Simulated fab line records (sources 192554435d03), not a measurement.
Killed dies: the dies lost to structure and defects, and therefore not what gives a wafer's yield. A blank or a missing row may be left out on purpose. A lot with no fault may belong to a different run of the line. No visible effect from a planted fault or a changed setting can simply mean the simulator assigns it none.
Which tool is to blame? / flow n5Finfet / route of 1938 steps, sampled at 1 step: 24 lots, 72 wafers

## WHAT THE GAUGES READ, wafer by wafer
N5_MOL_CONTACT_COAG_CD_MEAS_40: target cd 25.1 nm.
lot=L074; measured=day 5 05:24; on=cdSem-03; cdNm (nm)=24.76 25.12 24.98
lot=L075; measured=day 5 10:49; on=cdSem-02; cdNm (nm)=25.24 25.44 24.96
lot=L076; measured=day 6 01:37; on=cdSem-02; cdNm (nm)=25.15 24.97 25.19
lot=L078; measured=day 6 05:11; on=cdSem-03; cdNm (nm)=24.91 25.03 25.12
lot=L077; measured=day 6 05:48; on=cdSem-03; cdNm (nm)=25.10 24.81 25.07
lot=L079; measured=day 6 13:32; on=cdSem-03; cdNm (nm)=24.97 25.12 25.20
lot=L080; measured=day 6 16:55; on=cdSem-02; cdNm (nm)=24.91 24.95 25.03
lot=L081; measured=day 6 21:16; on=cdSem-03; cdNm (nm)=25.25 24.96 25.15
lot=L082; measured=day 7 01:58; on=cdSem-02; cdNm (nm)=24.97 24.74 25.31
lot=L083; measured=day 7 12:35; on=cdSem-02; cdNm (nm)=24.63 25.07 24.71
lot=L084; measured=day 7 20:07; on=cdSem-03; cdNm (nm)=25.24 25.00 25.48
lot=L085; measured=day 8 00:01; on=cdSem-03; cdNm (nm)=25.23 25.12 25.34
lot=L086; measured=day 8 09:05; on=cdSem-03; cdNm (nm)=24.94 24.94 25.35
lot=L087; measured=day 8 09:38; on=cdSem-03; cdNm (nm)=25.11 24.78 24.80
lot=L088; measured=day 8 17:31; on=cdSem-02; cdNm (nm)=25.30 25.13 24.81
lot=L089; measured=day 8 19:13; on=cdSem-02; cdNm (nm)=25.07 24.82 24.90
lot=L090; measured=day 9 05:44; on=cdSem-01; cdNm (nm)=26.01 25.52 25.43
lot=L091; measured=day 9 09:30; on=cdSem-02; cdNm (nm)=24.62 25.02 24.83
lot=L092; measured=day 9 16:58; on=cdSem-03; cdNm (nm)=25.21 24.74 24.91
lot=L093; measured=day 9 20:08; on=cdSem-03; cdNm (nm)=24.91 25.11 25.24
lot=L094; measured=day 10 09:43; on=cdSem-01; cdNm (nm)=24.89 24.88 25.31
lot=L095; measured=day 10 11:15; on=cdSem-01; cdNm (nm)=24.75 25.38 25.10
lot=L096; measured=day 10 19:05; on=cdSem-01; cdNm (nm)=25.39 25.16 25.15
lot=L097; measured=day 11 00:19; on=cdSem-02; cdNm (nm)=25.43 25.39 25.17

## EACH LOT AND THE TOOL THAT RAN IT (in order: tool; ch and the chambers of the sampled wafers; start)
No process step before these readings appears in the record.

## WHAT THE TOOLS THEMSELVES READ (means of the sampled wafers that have a number; where no wafer has one, the mark that the record gives instead)
The record holds no such reading with a usual standard deviation.

## THE ANSWER, worked out from the rows above alone
Rule: the lots themselves supply what counts as usual. The widest of any qualifying gaps counts: lots, ordered by their means at a reading, are off when they make up no more than a third of the lots, leave a main group of 4 or more, and stand apart from it by 3 or more times the standard deviation of that group's means. The tables above print the reading to a certain number of digits; a main group whose means all agree to those digits is not used. A lot without any number at a reading at which 4 lots or more have one is off too. Any other lot the step has rows for is counted as sound. First the gauges in route order, then the tools' own readings, where a lot's mean is used as printed above. At the first step where some lot is off, the reading lying furthest off is the one used; lots without a number count as furthest.
No lot is off at any reading shown: from this, nothing can be told.

## WHAT HAD BEEN PUT IN BY THE SIMULATOR
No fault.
